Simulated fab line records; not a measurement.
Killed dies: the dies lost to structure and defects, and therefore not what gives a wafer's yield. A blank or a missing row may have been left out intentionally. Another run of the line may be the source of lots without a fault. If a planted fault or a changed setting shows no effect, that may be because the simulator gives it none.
Which tool is to blame? :: flow nand harc :: Sampling: 11 lots, 33 wafers, 3 of 1159 route steps

WHAT THE GAUGES SHOWED, per wafer
NHARC_A_M1_CD_MEAS_09 targets a cd of 120 nm.
lot: L797
measured: day 18 08:05
on: cd sem-03
cd nm (nm): 119.8 119.9 119.8

lot: L800
measured: day 18 08:38
on: cd sem-01
cd nm (nm): 119.7 119.5 119.6

lot: L801
measured: day 19 10:29
on: cd sem-01
cd nm (nm): 119.5 120.0 119.4

lot: L802
measured: day 19 10:48
on: cd sem-01
cd nm (nm): 120.2 120.6 120.0

lot: L805
measured: day 20 01:37
on: cd sem-02
cd nm (nm): 119.6 119.0 118.9

lot: L806
measured: day 20 06:45
on: cd sem-03
cd nm (nm): 119.0 118.8 120.1

lot: L804
measured: day 20 07:03
on: cd sem-03
cd nm (nm): 119.9 120.1 120.4

lot: L809
measured: day 20 14:01
on: cd sem-03
cd nm (nm): 119.9 119.6 120.1

lot: L814
measured: day 22 07:53
on: cd sem-01
cd nm (nm): 125.7 125.7 126.2

lot: L816
measured: day 22 09:17
on: cd sem-02
cd nm (nm): 124.8 124.9 125.7

lot: L819
measured: day 23 18:43
on: cd sem-02
cd nm (nm): 119.8 120.1 119.2

EACH LOT AND THE TOOL THAT RAN IT (in order: tool; ch and the chambers of the sampled wafers; start)
lot: L797
NHARC_A_M0_PRE_CLEAN_31: pecvd-01 ch 0,1, day 18 06:48
NHARC_A_M1_PEB_07: litho track-06 ch 0, day 18 08:00

lot: L800
NHARC_A_M0_PRE_CLEAN_31: pecvd-01 ch 0,1,2, day 18 07:13
NHARC_A_M1_PEB_07: litho track-01 ch 0, day 18 08:33

lot: L801
NHARC_A_M0_PRE_CLEAN_31: pecvd-04 ch 1,2, day 19 09:17
NHARC_A_M1_PEB_07: litho track-04 ch 0, day 19 10:24

lot: L802
NHARC_A_M0_PRE_CLEAN_31: pecvd-01 ch 0,2, day 19 09:28
NHARC_A_M1_PEB_07: litho track-04 ch 0, day 19 10:43

lot: L805
NHARC_A_M0_PRE_CLEAN_31: pecvd-04 ch 0,1,2, day 20 00:17
NHARC_A_M1_PEB_07: litho track-04 ch 0, day 20 01:32

lot: L806
NHARC_A_M0_PRE_CLEAN_31: pecvd-04 ch 1,2, day 20 05:34
NHARC_A_M1_PEB_07: litho track-01 ch 0, day 20 06:40

lot: L804
NHARC_A_M0_PRE_CLEAN_31: pecvd-01 ch 0,1,2, day 20 05:51
NHARC_A_M1_PEB_07: litho track-06 ch 0, day 20 06:58

lot: L809
NHARC_A_M0_PRE_CLEAN_31: pecvd-01 ch 0,1,2, day 20 12:41
NHARC_A_M1_PEB_07: litho track-01 ch 0, day 20 13:56

lot: L814
NHARC_A_M0_PRE_CLEAN_31: pecvd-01 ch 1,2, day 22 06:35
NHARC_A_M1_PEB_07: litho track-06 ch 0, day 22 07:49

lot: L816
NHARC_A_M0_PRE_CLEAN_31: pecvd-04 ch 0,1,2, day 22 07:45
NHARC_A_M1_PEB_07: litho track-06 ch 0, day 22 09:13

lot: L819
NHARC_A_M0_PRE_CLEAN_31: pecvd-01 ch 1,2, day 23 17:24
NHARC_A_M1_PEB_07: litho track-04 ch 0, day 23 18:38
- NHARC_A_M0_PRE_CLEAN_31: time 12 s.
- NHARC_A_M1_PEB_07: peb time 65 s.

THE ANSWER, worked out from the rows above alone
Rule: what is usual is taken from the lots themselves. The widest of any qualifying gaps counts: lots, ordered by their means at a reading, are off when they make up no more than a third of the lots, leave a main group of 4 or more, and stand apart from it by 3 or more times the standard deviation of that group's means. A main group whose means are all the same, to the digits that the tables above print for the reading, isn't used. A lot without any number at a reading at which 4 lots or more have one is off too. The other lots that the step has rows for count as sound.
Off: L814, L816 (NHARC_A_M1_CD_MEAS_09, cd nm). The main group: mean 119.7 nm, standard deviation 0.33.
A tool fits if, at a process step before that reading, it ran every lot that is off, and no sound lot after the first of them. Gauges at NHARC_A_M1_CD_MEAS_09: tried the same way as those tools. One candidate fits, namely litho track-06 at NHARC_A_M1_PEB_07. A fault onset in the window from L804 (day 20 06:58, its last sound lot) to L814 (day 22 07:49, its first lot off) fits.

WHAT HAD BEEN PUT IN BY THE SIMULATOR
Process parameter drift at NHARC_A_M1_PEB_07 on litho track-06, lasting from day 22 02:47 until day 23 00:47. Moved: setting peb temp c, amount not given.
Struck lots among those shown: L814, L816. This agrees with what the rule above found.
